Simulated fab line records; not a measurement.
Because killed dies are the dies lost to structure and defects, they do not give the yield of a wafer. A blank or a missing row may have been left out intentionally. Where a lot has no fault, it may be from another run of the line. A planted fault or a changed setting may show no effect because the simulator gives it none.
Struck lot and sound lot, side by side :: flow n5 finfet :: 41 out of 1938 route steps
Sound: the wafers L984.1, L984.3, L984.4. Wafers struck: L998.3, L998.5, L998.6. The cause is given at the end.
Per side, at each step with rows, come the tool, then ch with its chambers, and then its first start. Under that, the readings that differ: sound wafers :: struck wafers :: difference of the means :: sigmas: that difference in standard deviations of wafers without a fault.
alike: words and numbers the same on both sides, and readings whose means are apart by under 2 such deviations; not compared: readings that were withheld, readings missing a value for some wafer, numbers with overlapping values and no deviation given by the record, and bounds like >300 which may hide the same value.
The two part at a step that has a row with sigmas, a row that says differs or no value, or rows on one side only. Numbers that don't overlap but have no deviation are shown without sigmas and don't part them. Lack of a reading on every wafer of one side parts them only where that side has two or more wafers.

first, 11 steps without rows for these wafers: N5_BEOL_M0_SAQP_STRIP_113 (strips in CHF3/O2); N5_BEOL_M0_SAQP_MANDREL_ETCH_20 (etches a-Si in HBr/Cl2, stops on SiNx, target depth 60 nm, bt time 10 s, time 30 s); N5_BEOL_M0_SAQP_STRIP_86 (strips in N2/H2); N5_BEOL_M0_SAQP_STRIP_115 (strips in post etch residue remover, time 60 s); N5_BEOL_M0_SAQP_SRD_93 (time 30 s); N5_BEOL_M0_SAQP_RECESS_114 (chemistry HF/NH3, target SiO2, target depth 14.4 nm, afs cycles 3, sublimation time 60 s); N5_BEOL_M0_SAQP_SPACER1_ALD_98 (deposits SiO2, target thk 12.8 nm, pulse time 1 s, purge time 2 s); N5_BEOL_M0_SAQP_SPACER1_ETCHBACK_99 (etches SiO2 in CHF3/O2, target depth 15.4 nm, time 7.7 s); N5_BEOL_M0_SAQP_MANDREL1_REMOVE_100 (chemistry HBr/Cl2/O2, target a-Si, stops on SiNx, bt time 10 s); N5_BEOL_M0_SAQP_ETCH_101 (etches SiNx in CH3F/O2, target depth 29.9 nm, time 42.7 s); N5_BEOL_M0_SAQP_ETCH_102 (etches SiO2 in CF4, target depth 4 nm, time 4.4 s).
N5_BEOL_M0_SAQP_MANDREL_ETCH_103: etches a-Si in HBr/Cl2, stops on SiCN, target depth 45 nm, bt time 10 s, time 27 s.
  sound on rie si-01 ch 1,2,3, day 5 20:23; struck on rie si-06 ch 0,3, day 9 13:04
reading: model.SiCN_of_BEOL_M0_SAQP_PECVD_03.thk nm (nm)
sound: 8.6 8.6 8.8
struck: 9.2 9.4 9.4
difference: +0.7
sigmas: 
  alike: chamber pressure mTorr, drypump motor current A, he backside leak sccm, mfc cl2 sccm, oes product au, throttle valve pct
  not compared: rf hours counter h
then, 5 steps without rows for these wafers: N5_BEOL_M0_SAQP_RECESS_104 (chemistry HF/NH3, target SiO2, target depth 18 nm, afs cycles 3, sublimation time 60 s); N5_BEOL_M0_SAQP_COAT_105 (time 60 s, resist thk 100 nm); N5_BEOL_M0_SAQP_ETCH_106 (etches SOC in N2/H2, stops on SiNx, target depth 150 nm); N5_BEOL_M0_SAQP_ETCH_107 (etches SiNx in CH3F/O2, target depth 30 nm); N5_BEOL_M0_SAQP_STRIP_108 (strips in N2/H2).
N5_BEOL_M0_SAQP_RECESS_109: chemistry HF/NH3, target SiO2, target depth 3 nm, afs cycles 1, sublimation time 60 s.
  sound on vapor etch-01 ch 0,1, day 5 21:05; struck on vapor etch-02 ch 0,1, day 9 13:52
reading: model.SiCN_of_BEOL_M0_SAQP_PECVD_03.thk nm (nm)
sound: 8.4 8.4 8.6
struck: 9 9.2 9.2
difference: +1
sigmas: 
  alike: drypump motor current A
then, 19 steps without rows for these wafers: N5_BEOL_M0_SAQP_SPACER2_ALD_26 (deposits SiO2, target thk 15 nm, pulse time 1 s, purge time 2 s); N5_BEOL_M0_SAQP_SPACER2_ETCHBACK_27 (etches SiO2 in CHF3/O2, target depth 22.5 nm, time 11.25 s); N5_BEOL_M0_SAQP_MANDREL2_REMOVE_110 (chemistry HBr/Cl2/O2, target a-Si, stops on SiCN, bt time 10 s); N5_BEOL_M0_SAQP_COAT_69 (time 60 s, resist thk 90 nm); N5_BEOL_M0_SAQP_COAT_72 (time 60 s, resist thk 15 nm); N5_BEOL_M0_SAQP_COAT_87 (time 60 s, resist thk 5 nm); N5_BEOL_M0_SAQP_COAT_34 (resist thk 30 nm); N5_BEOL_M0_SAQP_EBR_36; N5_BEOL_M0_SAQP_SOFTBAKE_35 (time 60 s); N5_BEOL_M0_SAQP_EXPOSE_37 (exposes mask M0 CUT1, target cd 30 nm); N5_BEOL_M0_SAQP_PEB_38 (peb time 60 s); N5_BEOL_M0_SAQP_DEVELOP_39 (develop time 30 s); N5_BEOL_M0_SAQP_DESCUM_45 (chemistry O2, time 7 s); N5_BEOL_M0_SAQP_ETCH_88 (etches underlayer in N2/H2, target depth 6.5 nm, time 5.2 s); N5_BEOL_M0_SAQP_ETCH_73 (etches SiARC in CF4, target depth 19.5 nm, time 32.5 s); N5_BEOL_M0_SAQP_CUT_ETCH_46 (etches SOC in N2/H2, target depth 135 nm, overetch 27 nm, time 202.5 s); N5_BEOL_M0_SAQP_STRIP_74 (strips in N2/H2); N5_BEOL_M0_SAQP_STRIP_89 (strips in N2/H2); N5_BEOL_M0_SAQP_ALD_48 (deposits SiO2, target thk 20 nm, pulse time 1 s, co reactant pulse time 1 s).
N5_BEOL_M0_ETCH_138: etches SiCN in CH3F/O2, target depth 12 nm, time 31.6 s.
  sound on rie diel-03 ch 1,2,3, day 6 00:49; struck on rie diel-06 ch 0,1,3, day 9 17:59
reading: model.etch.depth nm (nm)
sound: 8.317 8.303 8.554
struck: 8.941 9.101 9.161
difference: +0.676
sigmas: 
  alike: chamber pressure mTorr, drypump motor current A, etch rf on time s, oes product au, rf vpp V, showerhead plenum p Torr, throttle valve pct
  not compared: rf hours counter h
N5_BEOL_M0_ETCH_128: etches SiCN in CF4/N2, target depth 12 nm, overetch 5.1 nm, time 21.4 s.
  sound on rie diel-01 ch 0,1,2, day 6 01:38; struck on rie diel-06 ch 0,1,3, day 9 18:59
reading: chamber pressure mTorr (mTorr)
sound: 39.90 39.95 39.98
struck: 40.03 40.03 40.08
difference: +0.10
sigmas: +2

reading: model.etch.depth nm (nm)
sound: 8.317 8.303 8.554
struck: 8.941 9.101 9.161
difference: +0.676
sigmas: 
  alike: drypump motor current A, oes product au, rf vpp V, showerhead plenum p Torr, throttle valve pct
  not compared: rf hours counter h
N5_BEOL_M4_RC_MEAS_101:
  sound on prober-01 ch 0, day 8 05:22; struck on prober-02 ch 0, day 11 14:20
  alike: DIBL_N, DIBL_P, IOFF_N, IOFF_P, ION_N, ION_P, SS_N, SS_P, VT_N, VT_P
N5_PASSIVATION_PROBE_49:
  sound wafers here have rows in the record (prober-01, day 12 22:47); struck ones have none

## WHERE THEY PART
Earliest at N5_BEOL_M0_ETCH_128; latest, in this record, at N5_PASSIVATION_PROBE_49.

WHY: whatever the simulator had introduced
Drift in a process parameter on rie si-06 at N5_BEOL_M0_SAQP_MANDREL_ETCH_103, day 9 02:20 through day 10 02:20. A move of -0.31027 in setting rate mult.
